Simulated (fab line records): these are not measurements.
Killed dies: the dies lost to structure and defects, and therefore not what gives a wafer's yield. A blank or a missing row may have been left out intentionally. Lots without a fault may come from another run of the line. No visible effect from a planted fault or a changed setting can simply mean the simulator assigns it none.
Matching of chambers || flow nand-harc || NHARC_A_BLC_STRIP_29 on rie-diel-09: 4 sister chambers
The step strips in CF4. 8 wafers are shown with their chamber, then 12 later ones without.

WAFERS WITH THEIR CHAMBER
{"wafer": "L084.4", "chamber": 2, "drypump-motor-current-A (A)": 6.1, "showerhead-plenum-p-Torr (Torr)": 1.76}
{"wafer": "L087.5", "chamber": 0, "drypump-motor-current-A (A)": 5.0, "showerhead-plenum-p-Torr (Torr)": 1.75}
{"wafer": "L088.1", "chamber": 3, "drypump-motor-current-A (A)": 5.3, "showerhead-plenum-p-Torr (Torr)": 1.88}
{"wafer": "L088.4", "chamber": 2, "drypump-motor-current-A (A)": 6.1, "showerhead-plenum-p-Torr (Torr)": 1.75}
{"wafer": "L088.6", "chamber": 1, "drypump-motor-current-A (A)": 6.6, "showerhead-plenum-p-Torr (Torr)": 1.65}
{"wafer": "L090.3", "chamber": 0, "drypump-motor-current-A (A)": 5.0, "showerhead-plenum-p-Torr (Torr)": 1.75}
{"wafer": "L090.4", "chamber": 1, "drypump-motor-current-A (A)": 6.6, "showerhead-plenum-p-Torr (Torr)": 1.65}
{"wafer": "L090.6", "chamber": 3, "drypump-motor-current-A (A)": 5.2, "showerhead-plenum-p-Torr (Torr)": 1.88}

WAFERS WITH NO CHAMBER GIVEN
{"wafer": "L093.1", "drypump-motor-current-A (A)": 6.6, "showerhead-plenum-p-Torr (Torr)": 1.65}
{"wafer": "L093.2", "drypump-motor-current-A (A)": 6.1, "showerhead-plenum-p-Torr (Torr)": 1.75}
{"wafer": "L093.6", "drypump-motor-current-A (A)": 5.0, "showerhead-plenum-p-Torr (Torr)": 1.75}
{"wafer": "L092.2", "drypump-motor-current-A (A)": 6.5, "showerhead-plenum-p-Torr (Torr)": 1.65}
{"wafer": "L092.3", "drypump-motor-current-A (A)": 5.0, "showerhead-plenum-p-Torr (Torr)": 1.75}
{"wafer": "L092.5", "drypump-motor-current-A (A)": 6.6, "showerhead-plenum-p-Torr (Torr)": 1.65}
{"wafer": "L092.1", "drypump-motor-current-A (A)": 5.2, "showerhead-plenum-p-Torr (Torr)": 1.88}
{"wafer": "L092.4", "drypump-motor-current-A (A)": 6.0, "showerhead-plenum-p-Torr (Torr)": 1.75}
{"wafer": "L092.6", "drypump-motor-current-A (A)": 6.0, "showerhead-plenum-p-Torr (Torr)": 1.75}
{"wafer": "L096.2", "drypump-motor-current-A (A)": 6.1, "showerhead-plenum-p-Torr (Torr)": 1.75}
{"wafer": "L096.3", "drypump-motor-current-A (A)": 6.6, "showerhead-plenum-p-Torr (Torr)": 1.65}
{"wafer": "L096.4", "drypump-motor-current-A (A)": 5.0, "showerhead-plenum-p-Torr (Torr)": 1.75}

CHAMBER TAKEN BY EACH
{"wafer": "L093.1", "from the rows above": 1, "in truth": 1}
{"wafer": "L093.2", "from the rows above": 2, "in truth": 2}
{"wafer": "L093.6", "from the rows above": 0, "in truth": 0}
{"wafer": "L092.2", "from the rows above": 1, "in truth": 1}
{"wafer": "L092.3", "from the rows above": 0, "in truth": 0}
{"wafer": "L092.5", "from the rows above": 1, "in truth": 1}
{"wafer": "L092.1", "from the rows above": 3, "in truth": 3}
{"wafer": "L092.4", "from the rows above": 2, "in truth": 2}
{"wafer": "L092.6", "from the rows above": 2, "in truth": 2}
{"wafer": "L096.2", "from the rows above": 2, "in truth": 2}
{"wafer": "L096.3", "from the rows above": 1, "in truth": 1}
{"wafer": "L096.4", "from the rows above": 0, "in truth": 0}
Correct placement for 12 of the 12. Can't be placed from these rows: 0. Wrongly placed: 0.
How it was worked out, from the rows above alone: a wafer's distance from a chamber is the root of the sum, over the readings, of the square of ((its reading less the chamber's mean) divided by the reading's scatter). The wafer belongs to the nearest chamber; if the next one is less than 2 further off, it can't be placed. Each chamber's mean is taken over the wafers shown for it. The scatter: take each reading less its chamber's mean, square it, sum over the shown wafers, divide by the number of wafers less the number of chambers, and take the root.
